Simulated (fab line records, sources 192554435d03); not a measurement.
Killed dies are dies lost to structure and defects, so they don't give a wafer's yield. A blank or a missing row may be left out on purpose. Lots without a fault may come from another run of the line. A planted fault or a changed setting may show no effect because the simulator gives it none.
A struck lot beside a sound one | flow n5_finfet | 36 steps out of a route of 1938
Sound: wafers L607.1, L607.3, L607.5. Struck: wafer L603.4. (L603.1 of the same lot was not struck and is left out.) The cause comes at the end.
At each step with rows: each side's tool, then ch and its chambers, then its first start. Under that, the readings that differ: sound wafers | struck wafers | difference of the means | sigmas: that difference in standard deviations of wafers without a fault.
alike: readings whose means differ by less than 2 such deviations, and words and numbers that are the same on both sides. not compared: withheld readings, readings that some wafer has no value for, bounds like >300 that may hide the same value, and numbers for which the record gives no deviation and whose values overlap.
The two part at a step that has a row with sigmas, a row that says differs or no value, or rows on one side only. Numbers that don't overlap but have no deviation are shown without sigmas and don't part them. A reading that every wafer of one side lacks parts them only if that side has two wafers or more.

first, 8 steps without rows for these wafers: N5_BEOL_M7_SPUTTER_48 (material Cu, target thk 10 nm, time 1.667 s); N5_BEOL_M7_ECD_50 (material Cu, target thk 300 nm); N5_BEOL_M7_ANNEAL_51 (time 90 s); N5_BEOL_M7_CMP_52 (polishes, stops on SiCOH lowk, t overpolish 6.9 s, target thk 80 nm); N5_BEOL_M7_PRE_CLEAN_55 (time 15 s); N5_BEOL_M7_DEP_56 (deposits SiCN from 3MS/NH3, target thk 10 nm, time 17.5 s); N5_BEOL_M8_ILD_DEP_00 (deposits SiCOH lowk from DEMS/porogen, target thk 179.75 nm, time 33.4 s); N5_BEOL_M8_CURE_74 (cures SiCOH lowk, time 240 s).
N5_BEOL_M8_PECVD_70: deposits SiO2 from TEOS/O2, target thk 20 nm, time 22.7 s.
  sound on pecvd-01 ch 0,2, day 15 05:27; struck on pecvd-02 ch 2, day 13 16:36
  reading                                    | sound          | struck | difference | sigmas
  model.SiO2_of_BEOL_M8_PECVD_70.thk_nm (nm) | 19.8 19.6 20.2 | 29.4   | +9.5       |
  alike: heater_power_w, showerhead_plenum_p_Torr, throttle_valve_pct
then, 25 steps without rows for these wafers: N5_BEOL_M8_HM_DEP_02 (deposits TiN, target thk 20 nm); N5_BEOL_M8_COAT_59 (time 60 s, resist thk 100 nm); N5_BEOL_M8_COAT_60 (time 60 s, resist thk 35 nm); N5_BEOL_M8_COAT_05 (resist thk 90 nm); N5_BEOL_M8_EBR_07; N5_BEOL_M8_SOFTBAKE_06 (time 60 s); N5_BEOL_M8_EXPOSE_08 (exposes mask M8); N5_BEOL_M8_PEB_09 (peb time 60 s); N5_BEOL_M8_DEVELOP_10 (develop time 30 s); N5_BEOL_M8_DESCUM_16 (chemistry O2, time 7.9 s); N5_BEOL_M8_ETCH_61 (etches SiARC in CF4, target depth 45.5 nm, time 75.8 s); N5_BEOL_M8_ETCH_62 (etches SOC in N2/H2, target depth 110 nm, overetch 22 nm, time 165 s); N5_BEOL_M8_STRIP_68 (strips in N2/H2); N5_BEOL_M8_STRIP_67 (strips in CF4); N5_BEOL_M8_HM_OPEN_17 (chemistry Cl2/BCl3, target TiN, target depth 20 nm, overetch 6 nm); N5_BEOL_M8_STRIP_19 (strips in O2); N5_BEOL_M8_COAT_63 (time 60 s, resist thk 60 nm); N5_BEOL_M8_COAT_64 (time 60 s, resist thk 12 nm); N5_BEOL_M8_COAT_71 (time 60 s, resist thk 5 nm); N5_BEOL_M8_COAT_22 (resist thk 30 nm); N5_BEOL_M8_EBR_24; N5_BEOL_M8_SOFTBAKE_23 (time 60 s); N5_BEOL_M8_EXPOSE_25 (exposes mask V7, target cd 40 nm); N5_BEOL_M8_PEB_26 (peb time 60 s); N5_BEOL_M8_DEVELOP_27 (develop time 30 s).
N5_BEOL_M8_HM_STRIP_39: strips TiN in peroxide tin strip, target depth 25 nm, time 158 s.
  sound on wet_bench-06 ch 1,2,4, day 15 11:01; struck on wet_bench-06 ch 0, day 13 20:30
  reading                                    | sound        | struck | difference | sigmas
  model.SiO2_of_BEOL_M8_PECVD_70.thk_nm (nm) | 19.6 19.4 20 | 29.4   | +9.7       |
N5_BEOL_M8_CMP_52: polishes, stops on SiCOH lowk, t overpolish 6.9 s, target thk 80 nm.
  sound on cmp-01 ch 0,2,3, day 15 13:23; struck on cmp-02 ch 1, day 14 00:34
  reading                      | sound          | struck | difference | sigmas
  barrier_field_endpoint_s (s) | 28.5 28.0 28.9 | 40.0   | +11.5      | +20
  motor_current_A (A)          | 5.4 5.5 4.9    | 6.9    | +1.6       | +2
  alike: edge_zone_pressure_frac
  not compared: pad_life_wafers

WHERE THEY PART
Only at N5_BEOL_M8_CMP_52, within this record.

WHY: what the simulator had put in
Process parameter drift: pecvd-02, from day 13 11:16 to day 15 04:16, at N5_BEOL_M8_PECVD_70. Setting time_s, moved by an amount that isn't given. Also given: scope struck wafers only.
